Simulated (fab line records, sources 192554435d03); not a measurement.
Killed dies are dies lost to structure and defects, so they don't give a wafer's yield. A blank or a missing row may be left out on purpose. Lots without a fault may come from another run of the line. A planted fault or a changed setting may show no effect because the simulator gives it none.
A struck lot beside a sound one | flow n5_finfet | 14 steps out of a route of 1938
Sound: wafers L957.2, L957.4, L957.6. Struck: wafers L973.4, L973.5, L973.6. The cause comes at the end.
At each step with rows: each side's tool, then ch and its chambers, then its first start. Under that, the readings that differ: sound wafers | struck wafers | difference of the means | sigmas: that difference in standard deviations of wafers without a fault.
alike: readings whose means differ by less than 2 such deviations, and words and numbers that are the same on both sides. not compared: withheld readings, readings that some wafer has no value for, bounds like >300 that may hide the same value, and numbers for which the record gives no deviation and whose values overlap.
The two part at a step that has a row with sigmas, a row that says differs or no value, or rows on one side only. Numbers that don't overlap but have no deviation are shown without sigmas and don't part them. A reading that every wafer of one side lacks parts them only if that side has two wafers or more.

N5_MIM_BOT_DEGAS_01: time 60 s.
  sound on pvd_sputter-02, day 13 19:25; struck on pvd_sputter-02, day 18 14:10
  alike: heater_power_w
N5_MIM_BOT_SPUTTER_00: material TiN, target thk 35 nm, time 89.7 s.
  sound on pvd_sputter-02, day 13 19:28; struck on pvd_sputter-02, day 18 14:13
  alike: throttle_valve_pct
N5_MIM_TOP_ALD_00: deposits Al2O3, purge time 3 s, co reactant pulse time 3 s.
  sound on ald_hk-01 ch 0,1, day 13 19:34; struck on ald_hk-01 ch 2,3, day 18 14:19
  alike: precursor_pulse_height_rel
then, 1 step without rows for these wafers: N5_MIM_TOP_ALD_01 (deposits HfO2, target thk 5.6 nm, pulse time 1 s, purge time 3 s).
N5_MIM_TOP_ALD_02: deposits Al2O3, purge time 3 s, co reactant pulse time 3 s.
  sound on ald_hk-01 ch 0,1; struck on ald_hk-01 ch 2,3
  alike: precursor_pulse_height_rel
then, 1 step without rows for these wafers: N5_MIM_TOP_DEGAS_04 (time 60 s).
N5_MIM_TOP_SPUTTER_03: material TiN, target thk 35 nm, time 89.7 s.
  sound on pvd_sputter-01, day 13 20:16; struck on pvd_sputter-01, day 18 15:06
  alike: throttle_valve_pct
then, 5 steps without rows for these wafers: N5_MIM_TOP_LITHO_HMDS_01 (time 60 s); N5_MIM_TOP_LITHO_COAT_02; N5_MIM_TOP_LITHO_EBR_04; N5_MIM_TOP_LITHO_SOFTBAKE_03 (time 90 s); N5_MIM_TOP_LITHO_EXPOSE_05 (exposes mask MIM TOP, target cd 2000 nm).
N5_MIM_TOP_LITHO_PEB_06:
  sound on litho_track-02 ch 0, day 13 20:40; struck on litho_track-04, day 18 15:30
  reading         | sound          | struck | difference                    | sigmas
  exhaust_pa (Pa) | 44.9 43.9 44.8 | - - -  | no value on the struck wafers |
  not compared: chill_plate_temp_C
then, 1 step without rows for these wafers: N5_MIM_TOP_LITHO_DEVELOP_07 (develop time 60 s).

WHERE THEY PART
Only at N5_MIM_TOP_LITHO_PEB_06, within this record.

WHY: what the simulator had put in
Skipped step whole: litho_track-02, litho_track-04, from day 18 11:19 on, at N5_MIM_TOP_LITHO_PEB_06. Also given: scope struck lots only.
